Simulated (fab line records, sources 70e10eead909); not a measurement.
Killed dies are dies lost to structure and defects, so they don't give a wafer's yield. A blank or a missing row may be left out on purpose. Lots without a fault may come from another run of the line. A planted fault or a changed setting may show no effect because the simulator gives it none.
fab line records | flow nand_harc
record lots=12 wafers=36 last_day=23
route steps=1159 shown P_M2@345 P_BONDPAD@364 END@1159
lots that met no fault: from a run of the same line without faults
start_h: hours from the record's first day to the start of the lot's first wafer shown | wait_h: hours since the lot's step before | " the same as in the row above | L1.1+2: a row that stands for several wafers | - no value, or no start given | * or withheld: withheld | < > ~ a bound
route shown NAME@n: a module of which the file shows steps, and the number in the route of the first | usual: mean/standard deviation of fault-free wafers | same: alike in all rows | chamber/n: place in a boat | sites: the reading at each site | _std_site: their standard deviation | _edge_site: outer sites' mean less inner sites' | radius_mm: how far each site lies from the wafer's centre | mask NAME#n: copy n | behind: the tool/chamber that last shaped the wafer | hold: why the lot was held/for how many hours/how that ended | device: the transistor (n, p or np) that didn't switch | end of line: the same wafers' tests at the end of the route | a step without rows: its recipe alone | killed: dies lost to structure and defects at the first sort, not the wafer's yield | map: a wafer's dies, x killed, . not, _ none there
set.NAME: the setting as run; set.NAME@STEP: as run at that earlier step | model.NAME: the simulator's own value behind a step, which no gauge read
steps of the route over a sample of lots; a table a step, a row a wafer
services: from which hour (start_h, from the record's first day; less than 0 if before it) a tool's chamber was out of use, for how many hours, and why
## steps
# step NHARC_P_M2_THK_MEAS_24
# recipe thk_meas_gauge=xrf
# usual thk_nm=143.9/1.3
# columns lot.wafer tool chamber start_h wait_h thk_nm
L871.1 film_metro-02 - 135.62 - 146.1
L871.2 " - " " 143.7
L871.5 " - " " 143.5
L870.2 film_metro-01 - 135.80 - 143.7
L870.3 " - " " 144.0
L870.6 " - " " 141.7
L875.1 film_metro-02 - 161.99 - 143.3
L875.2 " - " " 143.2
L875.6 " - " " 145.1
L876.1 film_metro-01 - 169.15 - 143.5
L876.3 " - " " 142.6
L876.6 " - " " 143.5
L877.3 film_metro-01 - 171.79 - 142.1
L877.4 " - " " 143.3
L877.6 " - " " 142.6
L881.2 film_metro-01 - 201.19 - 145.2
L881.4 " - " " 144.9
L881.5 " - " " 143.2
L882.1 film_metro-01 - 206.08 - 143.6
L882.2 " - " " 145.0
L882.3 " - " " 141.8
L883.2 film_metro-01 - 219.80 - 144.6
L883.5 " - " " 143.6
L883.6 " - " " 147.4
L887.1 film_metro-02 - 227.23 - 142.6
L887.2 " - " " 140.6
L887.4 " - " " 143.3
L888.1 film_metro-02 - 235.05 - 143.6
L888.2 " - " " 145.4
L888.3 " - " " 144.0
L889.1 film_metro-02 - 245.54 - 145.7
L889.3 " - " " 145.2
L889.5 " - " " 143.9
L892.1 film_metro-01 - 256.56 - 143.6
L892.2 " - " " 141.9
L892.3 " - " " 143.4
# step NHARC_P_BONDPAD_CD_MEAS_09
# recipe target_cd_nm=500 landing_energy_ev=500
# usual cd_nm=500.7/1.6
# columns lot.wafer tool chamber start_h wait_h cd_nm
L871.1 cd_sem-02 0 137.46 - 499.7
L871.2 " 0 " " 501.7
L871.5 " 0 " " 500.3
L870.2 cd_sem-03 0 138.14 - 500.8
L870.3 " 0 " " 499.5
L870.6 " 0 " " 499.5
L875.1 cd_sem-01 0 163.94 - 503.5
L875.2 " 0 " " 503.1
L875.6 " 0 " " 502.0
L876.1 cd_sem-02 0 171.07 - 502.6
L876.3 " 0 " " 500.3
L876.6 " 0 " " 500.7
L877.3 cd_sem-02 0 173.74 - 499.4
L877.4 " 0 " " 498.1
L877.6 " 0 " " 498.9
L881.2 cd_sem-03 0 203.04 - 501.7
L881.4 " 0 " " 501.1
L881.5 " 0 " " 501.6
L882.1 cd_sem-03 0 208.32 - 500.0
L882.2 " 0 " " 502.7
L882.3 " 0 " " 500.3
L883.2 cd_sem-01 0 221.61 - 500.0
L883.5 " 0 " " 500.4
L883.6 " 0 " " 500.8
L887.1 cd_sem-02 0 229.32 - 498.4
L887.2 " 0 " " 497.8
L887.4 " 0 " " 500.1
L888.1 cd_sem-02 0 237.06 - 502.5
L888.2 " 0 " " 503.8
L888.3 " 0 " " 502.5
L889.1 cd_sem-02 0 247.99 - 501.8
L889.3 " 0 " " 499.3
L889.5 " 0 " " 501.5
L892.1 cd_sem-01 0 258.51 - 498.5
L892.2 " 0 " " 501.0
L892.3 " 0 " " 498.7
# step NHARC_P_BONDPAD_STRIP_15
# recipe o2_flow_sccm=500 ar_flow_sccm=0 bias_w=0 chemistry=O2
# usual bias_w=0/0 chamber_pressure_mTorr=60.00/0.061 drypump_motor_current_A=5.9/0.64 oes_product_au=0.998/0.0077 rf_vpp_V=57.9/0.88 showerhead_plenum_p_Torr=3.60/0.12 throttle_valve_pct=17.037/0.0096
# columns lot.wafer tool chamber start_h wait_h bias_w chamber_pressure_mTorr drypump_motor_current_A oes_product_au rf_hours_counter_h rf_vpp_V showerhead_plenum_p_Torr throttle_valve_pct
L871.2 rie_diel-10 0 138.08 0.1 0 60.07 6.5 0.992 14 56.3 3.72 17.043
L871.1 " 1 " " 0 59.98 6.4 0.999 13 58.5 3.44 17.064
L871.5 " 3 " " 0 60.04 4.9 0.991 - 58.2 3.56 17.038
L870.3 rie_diel-06 3 138.76 0.1 0 60.01 5.4 0.988 22 57.1 3.73 17.032
L870.2 " 0 " " 0 59.87 6.3 0.988 21 59.3 3.50 17.039
L870.6 " 2 " " 0 60.12 5.2 0.984 - 57.8 3.52 17.038
L875.1 rie_diel-10 1 164.58 0.1 0 60.08 6.4 1.001 15 58.7 3.44 17.038
L875.2 " 2 " " 0 59.99 6.3 1.006 14 58.9 3.74 17.031
L875.6 " 3 " " 0 59.97 4.9 0.996 - 56.6 3.56 17.041
L876.1 rie_diel-06 0 171.73 0.1 0 60.03 6.3 0.985 42 57.1 3.48 17.030
L876.3 " 3 " " 0 59.98 5.4 0.984 41 58.6 3.72 17.037
L876.6 " 3 " " 0 59.98 5.4 0.979 - 57.0 3.72 17.033
L877.4 rie_diel-10 2 174.38 0.1 0 59.97 6.3 1.000 15 58.2 3.74 17.044
L877.3 " 1 " " 0 60.08 6.4 1.000 16 57.9 3.44 17.028
L877.6 " 2 " " 0 60.07 6.3 0.994 - 57.6 3.74 17.035
L881.2 rie_diel-10 1 203.67 0.1 - - - - - - - -
L881.4 " 2 " " - - - - - - - -
L881.5 " 1 " " - - - - - - - -
L882.3 rie_diel-10 0 209.01 0.1 - - - - - - - -
L882.1 " 2 " " - - - - - - - -
L882.2 " 3 " " - - - - - - - -
L883.2 rie_diel-06 2 222.21 0.1 - - - - - - - -
L883.5 " 3 " " - - - - - - - -
L883.6 " 0 " " - - - - - - - -
L887.2 rie_diel-10 1 229.99 0.1 0 60.03 6.4 1.016 4 56.5 3.44 17.032
L887.1 " 2 " " 0 60.03 6.3 0.991 4 58.7 3.74 17.020
L887.4 " 2 " " 0 60.00 6.3 0.990 - 58.1 3.74 17.039
L888.2 rie_diel-11 0 237.76 0.1 0 59.87 5.5 1.015 15 57.0 3.70 17.047
L888.3 " 1 " " 0 60.02 6.4 0.993 15 58.4 3.60 17.022
L888.1 " 2 " " 0 60.13 5.5 1.003 15 59.1 3.80 17.027
L889.1 rie_diel-10 3 248.59 0.1 0 59.95 4.9 1.000 6 56.2 3.56 17.020
L889.3 " 1 " " 0 60.03 6.4 1.016 7 58.5 3.44 17.010
L889.5 " 0 " " 0 60.01 6.5 1.005 - 57.5 3.72 17.039
L892.2 rie_diel-10 0 259.19 0.1 0 59.95 6.5 1.000 6 60.1 3.72 17.046
L892.3 " 1 " " 0 59.95 6.4 1.005 8 57.2 3.44 17.044
L892.1 " 3 " " 0 59.90 4.9 0.989 7 57.6 3.56 17.050
# step NHARC_P_BONDPAD_PRE_CLEAN_26
# recipe time_s=30 temp_c=280 gas=H2/He
# usual heater_power_w=438/29
# columns lot.wafer tool chamber start_h wait_h heater_power_w
L871.2 pvd_sputter-01 - - - 393
L871.1 " - " " 384
L871.5 " - " " 378
L870.2 pvd_sputter-03 - - - 472
L870.3 " - " " 407
L870.6 " - " " 466
L875.1 pvd_sputter-03 - - - 463
L875.2 " - " " 452
L875.6 " - " " 466
L876.1 pvd_sputter-01 - - - 389
L876.3 " - " " 456
L876.6 " - " " 388
L877.4 pvd_sputter-02 - - - 423
L877.3 " - " " 427
L877.6 " - " " 440
L881.4 pvd_sputter-02 - - - 476
L881.2 " - " " 435
L881.5 " - " " 468
L882.2 pvd_sputter-02 - - - 465
L882.1 " - " " 439
L882.3 " - " " 451
L883.2 pvd_sputter-03 - - - 466
L883.5 " - " " 459
L883.6 " - " " 410
L887.4 pvd_sputter-02 - - - 430
L887.2 " - " " 415
L887.1 " - " " 469
L888.2 pvd_sputter-02 - - - 433
L888.1 " - " " 448
L888.3 " - " " 432
L889.1 pvd_sputter-02 - - - 412
L889.3 " - " " 428
L889.5 " - " " 419
L892.2 pvd_sputter-03 - - - 411
L892.1 " - " " 468
L892.3 " - " " 446
# step NHARC_END_SORT_01
# recipe temp_c=25
# usual defect_limited_yield=95.2/1.6 killed_at_array=28/11 killed_at_other=0.8/1.3 killed_at_periphery=3.6/2.5 killed_dies=32/11 killed_open=3.0/1.8 killed_short=2.0/1.5 sort_bin_2_pct=1.5/0.66 sort_bin_3_pct=0.25/0.23 sort_bin_4_pct=3.0/1.1 sort_n_pass=645/11 sort_rim_yield_pct=96.0/2.9 sort_yield_pct=95.2/1.6
# same gross_dies=677 sort_bin_5_pct[%]=0 sort_bin_6_pct[%]=0 sort_bin_7_pct[%]=0 sort_bin_8_pct[%]=0 sort_rim_n_gross=106.00
# columns lot.wafer tool chamber start_h wait_h hold defect_limited_yield[%] killed_at_array killed_at_other killed_at_periphery killed_dies killed_open killed_short sort_bin_2_pct[%] sort_bin_3_pct[%] sort_bin_4_pct[%] sort_n_pass sort_rim_yield_pct[%] sort_yield_pct[%]
L870.2 prober-02 0 462.46 2.8 - 96.0 26 0 1 27 1 1 1.5 0 2.5 650 98.1 96.0
L870.3 prober-02 0 463.26 3.1 - 95.6 26 0 4 30 1 3 1.0 0.15 3.2 647 94.3 95.6
L870.6 prober-02 0 465.64 4.0 - 96.3 24 0 1 25 1 1 1.2 0.30 2.2 652 98.1 96.3
L871.1 prober-01 0 477.38 2.5 - 98.4 9 0 2 11 2 1 0.7 0 0.9 666 98.1 98.4
L871.2 prober-01 0 478.19 2.8 - 95.9 23 0 5 28 4 3 1.3 0 2.8 649 97.2 95.9
L871.5 prober-01 0 480.63 3.8 - 95.9 25 0 3 28 3 3 1.3 0.15 2.7 649 92.5 95.9
L876.1 prober-01 0 493.05 2.5 - 97.8 11 0 4 15 1 1 0.9 0.15 1.2 662 97.2 97.8
L876.3 prober-01 0 494.65 3.1 - 98.4 7 0 4 11 1 1 0.3 0 1.3 666 100.0 98.4
L876.6 prober-01 0 497.04 4.0 - 97.8 14 0 1 15 2 1 0.3 0 1.9 662 100.0 97.8
L877.3 prober-01 0 502.46 3.1 - 96.2 22 1 3 26 1 0 1.3 0 2.5 651 98.1 96.2
L877.4 prober-01 0 503.27 3.4 - 96.5 18 0 6 24 2 3 1.0 0.44 2.1 653 98.1 96.5
L877.6 prober-01 0 504.88 4.0 - 95.4 26 0 5 31 3 2 1.3 0.44 2.8 646 97.2 95.4
L882.1 prober-02 0 516.33 2.5 await_dispo/3.2h/scrap 0 37 0 640 677 2 3 95.6 0.30 4.1 0 0 0
L882.2 prober-02 0 517.14 2.8 await_dispo/3.2h/scrap 0 33 0 644 677 0 2 96.2 0.15 3.7 0 0 0
L882.3 prober-02 0 517.95 3.1 await_dispo/3.2h/scrap 0 26 0 651 677 2 0 97.0 0.15 2.8 0 0 0
L881.2 prober-01 0 517.33 2.8 await_dispo/7.6h/scrap 0 20 1 656 677 2 4 97.8 0 2.2 0 0 0
L881.4 prober-01 0 518.96 3.5 await_dispo/7.6h/scrap 0 21 0 656 677 2 4 97.5 0.15 2.4 0 0 0
L881.5 prober-01 0 519.77 3.8 await_dispo/7.6h/scrap 0 32 2 643 677 2 2 96.5 0.44 3.1 0 0 0
L883.2 prober-02 0 525.03 2.8 await_dispo/1.5h/scrap 0 15 0 662 677 2 1 97.5 0.15 2.4 0 0 0
L883.5 prober-02 0 527.42 3.7 await_dispo/1.5h/scrap 0 32 0 645 677 5 5 97.2 0.30 2.5 0 0 0
L883.6 prober-02 0 528.21 4.0 await_dispo/1.5h/scrap 0 22 1 654 677 3 1 98.1 0.15 1.8 0 0 0
L887.1 prober-02 0 540.03 2.5 - 94.5 25 4 8 37 9 1 2.7 0.15 2.7 640 95.3 94.5
L887.2 prober-02 0 540.82 2.8 - 95.3 20 1 11 32 2 0 1.0 0.30 3.4 645 96.2 95.3
L887.4 prober-02 0 542.39 3.4 - 97.2 7 4 8 19 2 2 1.0 0.30 1.5 658 99.1 97.2
# killed by level:class
L870.2 A_SLIT:chamber_film_flake=12 A_STAIRCASE:chamber_film_flake=4 A_CHANNEL_HOLE_D1:chamber_film_flake=3 A_WL_FILL:chamber_film_flake=2 A_CONTACT:chamber_film_flake=2 A_CHANNEL_HOLE_D1:geometric_particle:open=1 A_SGD_CUT:geometric_particle:short=1 P_STI:chamber_film_flake=1
L870.3 A_STAIRCASE:chamber_film_flake=8 A_SLIT:chamber_film_flake=8 A_CONTACT:chamber_film_flake=3 A_ONON_D1:geometric_particle:short=2 P_ZERO_WELL:chamber_film_flake=2 A_CHANNEL_HOLE_D1:chamber_film_flake=2 P_M0:geometric_particle:short=1 A_CONTACT:geometric_particle:open=1
L870.6 A_SLIT:chamber_film_flake=14 A_STAIRCASE:chamber_film_flake=6 A_ONON_D1:geometric_particle:short=1 A_SGD_CUT:geometric_particle:open=1 P_M2:chamber_film_flake=1 A_CHANNEL_FILL_D1:chamber_film_flake=1 A_CONTACT:chamber_film_flake=1
L871.1 A_CHANNEL_HOLE_D1:chamber_film_flake=5 A_SLIT:chamber_film_flake=3 P_M0:geometric_particle:open=1 P_M0:geometric_particle:short=1 A_WL_FILL:geometric_particle:open=1
L871.2 A_CHANNEL_HOLE_D1:chamber_film_flake=13 P_CONTACT:geometric_particle:open=3 A_WL_FILL:geometric_particle:short=2 A_CONTACT:chamber_film_flake=2 A_ONON_D1:geometric_particle:short=1 A_CHANNEL_FILL_D1:geometric_particle:open=1 P_ZERO_WELL:chamber_film_flake=1 P_M1:chamber_film_flake=1
L871.5 A_CHANNEL_HOLE_D1:chamber_film_flake=13 A_STAIRCASE:chamber_film_flake=4 A_WL_FILL:geometric_particle:short=2 P_M0:geometric_particle:short=1 A_CHANNEL_FILL_D1:geometric_particle:open=1 A_CONTACT:geometric_particle:open=1 A_M0:geometric_particle:open=1 P_STI:chamber_film_flake=1
L876.1 A_STAIRCASE:chamber_film_flake=5 P_GATE:chamber_film_flake=3 A_CHANNEL_HOLE_D1:chamber_film_flake=3 A_CHANNEL_FILL_D1:geometric_particle:open=1 A_BLC:geometric_particle:short=1 P_STI:chamber_film_flake=1 A_CONTACT:chamber_film_flake=1
L876.3 A_CONTACT:chamber_film_flake=3 A_CONTACT:geometric_particle:short=1 A_M1:geometric_particle:open=1 P_STI:chamber_film_flake=1 P_GATE:chamber_film_flake=1 P_M2:chamber_film_flake=1 P_BONDPAD:chamber_film_flake=1 A_CHANNEL_HOLE_D1:chamber_film_flake=1
L876.6 A_CHANNEL_HOLE_D1:chamber_film_flake=7 A_CONTACT:chamber_film_flake=2 A_ONON_D1:geometric_particle:open=1 A_CHANNEL_FILL_D1:geometric_particle:short=1 A_SLIT:geometric_particle:open=1 P_GATE:chamber_film_flake=1 A_STAIRCASE:chamber_film_flake=1 A_SLIT:chamber_film_flake=1
L877.3 A_SLIT:chamber_film_flake=17 A_CHANNEL_HOLE_D1:chamber_film_flake=4 P_M1:geometric_particle:open=1 P_ZERO_WELL:chamber_film_flake=1 P_M0:chamber_film_flake=1 A_STAIRCASE:chamber_film_flake=1 THIN_TSV:chamber_film_flake=1
L877.4 A_SLIT:chamber_film_flake=8 A_CHANNEL_HOLE_D1:chamber_film_flake=7 P_M1:geometric_particle:short=2 P_M0:chamber_film_flake=2 P_GATE:geometric_particle:open=1 A_WL_FILL:geometric_particle:short=1 A_WL_FILL:geometric_particle:open=1 P_ZERO_WELL:chamber_film_flake=1
L877.6 A_SLIT:chamber_film_flake=15 A_CHANNEL_HOLE_D1:chamber_film_flake=4 P_M0:chamber_film_flake=3 A_STAIRCASE:chamber_film_flake=3 P_M1:geometric_particle:open=1 A_ONON_D1:geometric_particle:short=1 A_CHANNEL_FILL_D1:geometric_particle:open=1 A_WL_FILL:geometric_particle:short=1
L882.1 P_BONDPAD:area_strip=639 A_SLIT:chamber_film_flake=14 A_STAIRCASE:chamber_film_flake=8 A_CHANNEL_HOLE_D1:chamber_film_flake=5 A_CONTACT:chamber_film_flake=4 A_WL_FILL:geometric_particle:short=2 P_M1:geometric_particle:short=1 A_CHANNEL_FILL_D1:geometric_particle:open=1
L882.2 P_BONDPAD:area_strip=644 A_SLIT:chamber_film_flake=14 A_CONTACT:chamber_film_flake=6 A_STAIRCASE:chamber_film_flake=4 A_WL_FILL:chamber_film_flake=4 A_CHANNEL_HOLE_D1:chamber_film_flake=3 A_WL_FILL:geometric_particle:short=1 A_BLC:geometric_particle:short=1
L881.2 P_BONDPAD:area_strip=653 A_CHANNEL_HOLE_D1:chamber_film_flake=8 A_STAIRCASE:chamber_film_flake=3 A_CONTACT:chamber_film_flake=2 A_M1:chamber_film_flake=2 P_GATE:geometric_particle:short=1 P_M0:geometric_particle:short=1 A_WL_FILL:geometric_particle:short=1
L882.3 P_BONDPAD:area_strip=650 A_SLIT:chamber_film_flake=16 A_CHANNEL_HOLE_D1:chamber_film_flake=3 A_CONTACT:chamber_film_flake=3 A_STAIRCASE:chamber_film_flake=2 A_ONON_D1:geometric_particle:open=1 A_CONTACT:geometric_particle:open=1 P_BONDPAD:chamber_film_flake=1
L881.4 P_BONDPAD:area_strip=649 A_CHANNEL_HOLE_D1:chamber_film_flake=7 P_CONTACT:chamber_film_flake=5 A_M1:chamber_film_flake=5 A_STAIRCASE:chamber_film_flake=3 A_SGD_CUT:geometric_particle:short=2 P_CONTACT:geometric_particle:open=1 A_SOURCE_PLATE:geometric_particle:short=1
L881.5 P_BONDPAD:area_strip=636 A_CHANNEL_HOLE_D1:chamber_film_flake=18 P_CONTACT:chamber_film_flake=6 A_M1:chamber_film_flake=5 A_ZERO_WELL:chamber_film_flake=2 THIN_TSV:chamber_film_flake=2 A_STAIRCASE:chamber_film_flake=2 P_M1:geometric_particle:short=1
L883.2 P_BONDPAD:area_strip=658 A_CHANNEL_HOLE_D1:chamber_film_flake=9 A_CONTACT:chamber_film_flake=4 P_CONTACT:geometric_particle:open=1 P_M2:geometric_particle:open=1 A_M0:geometric_particle:short=1 P_ZERO_WELL:chamber_film_flake=1 P_M2:chamber_film_flake=1
L883.5 P_BONDPAD:area_strip=642 A_CHANNEL_HOLE_D1:chamber_film_flake=15 A_CONTACT:chamber_film_flake=5 A_CHANNEL_FILL_D1:geometric_particle:short=4 A_STAIRCASE:chamber_film_flake=3 A_M0:geometric_particle:open=2 P_CONTACT:geometric_particle:open=1 P_M0:geometric_particle:open=1
L883.6 P_BONDPAD:area_strip=653 A_CHANNEL_HOLE_D1:chamber_film_flake=10 A_CONTACT:chamber_film_flake=7 A_STAIRCASE:chamber_film_flake=3 P_CONTACT:geometric_particle:open=1 A_CHANNEL_FILL_D1:geometric_particle:open=1 A_M0:geometric_particle:open=1 STARTING-WAFER:geometric_particle:short=1
L887.1 A_CHANNEL_HOLE_D1:chamber_film_flake=8 A_STAIRCASE:chamber_film_flake=6 P_M2:chamber_film_flake=5 THIN_TSV:chamber_film_flake=4 A_CONTACT:geometric_particle:open=2 A_BLC:geometric_particle:open=2 A_M0:geometric_particle:open=2 P_ZERO_WELL:chamber_film_flake=2
L887.2 A_CHANNEL_HOLE_D1:chamber_film_flake=10 P_ZERO_WELL:chamber_film_flake=4 P_M2:chamber_film_flake=4 A_CONTACT:chamber_film_flake=3 P_GATE:chamber_film_flake=2 A_CHANNEL_FILL_D1:chamber_film_flake=2 A_WL_FILL:chamber_film_flake=2 A_ONON_D1:geometric_particle:open=1
L887.4 P_M2:chamber_film_flake=5 A_CHANNEL_HOLE_D1:chamber_film_flake=4 THIN_TSV:chamber_film_flake=4 A_ONON_D1:geometric_particle:open=2 P_CONTACT:geometric_particle:short=1 P_M0:geometric_particle:short=1 P_ZERO_WELL:chamber_film_flake=1 A_STAIRCASE:chamber_film_flake=1
## services
# columns tool chamber start_h hours kind
rie_diel-06 1 122.87 117.7 repair
rie_diel-06 - 123.59 0.3 repair
rie_diel-10 0 131.01 - clean
rie_diel-10 1 131.01 - clean
rie_diel-10 2 131.01 - clean
rie_diel-10 3 131.01 - clean
pvd_sputter-03 - 133.31 2.0 repair
rie_diel-06 2 144.43 4.2 repair
pvd_sputter-01 - 152.11 2.6 repair
rie_diel-10 0 155.51 - clean
rie_diel-10 1 155.51 - clean
rie_diel-10 2 155.51 - clean
pvd_sputter-01 - 158.00 10.0 pm
rie_diel-06 3 160.74 2.2 repair
rie_diel-10 0 168.76 4.2 repair
rie_diel-11 2 176.26 7.8 repair
rie_diel-10 - 176.50 9.0 pm
rie_diel-06 2 176.55 5.8 repair
rie_diel-11 - 189.50 9.0 pm
pvd_sputter-02 - 206.14 3.0 repair
pvd_sputter-02 - 214.00 10.0 pm
rie_diel-10 0 226.54 8.8 repair
rie_diel-06 0 233.51 3.0 repair
rie_diel-06 - 241.20 9.0 pm
## key
first_sign step=NHARC_P_BONDPAD_STRIP_15 reading=tool_record direction=missing
effect step=NHARC_END_SORT_01 reading=killed_at_periphery direction=up sigmas=99+ usual=3.6 struck=650.1
more_kills_born_at NHARC_P_BONDPAD_STRIP_15@rie_diel-10=3871 NHARC_P_BONDPAD_STRIP_15@rie_diel-06=1952
met_at NHARC_P_BONDPAD_STRIP_15
struck_lots L881,L882,L883
later_rows_left_out L881.2,L881.4,L881.5,L882.1,L882.2,L882.3,L883.2,L883.5,L883.6
not_acting_at NHARC_P_M2_THK_MEAS_24,NHARC_P_BONDPAD_CD_MEAS_09,NHARC_P_BONDPAD_PRE_CLEAN_26
onset_between 174.38 203.67
fault kind=skipped_step_whole tool=rie_diel-06,rie_diel-10 chamber=- onset_h=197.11 steps=NHARC_P_BONDPAD_STRIP_15 scope=struck_lots_only
# later_rows_left_out: the simulator's readings of these wafers behind a module that went badly wrong aren't trusted and aren't shown, but for the sort
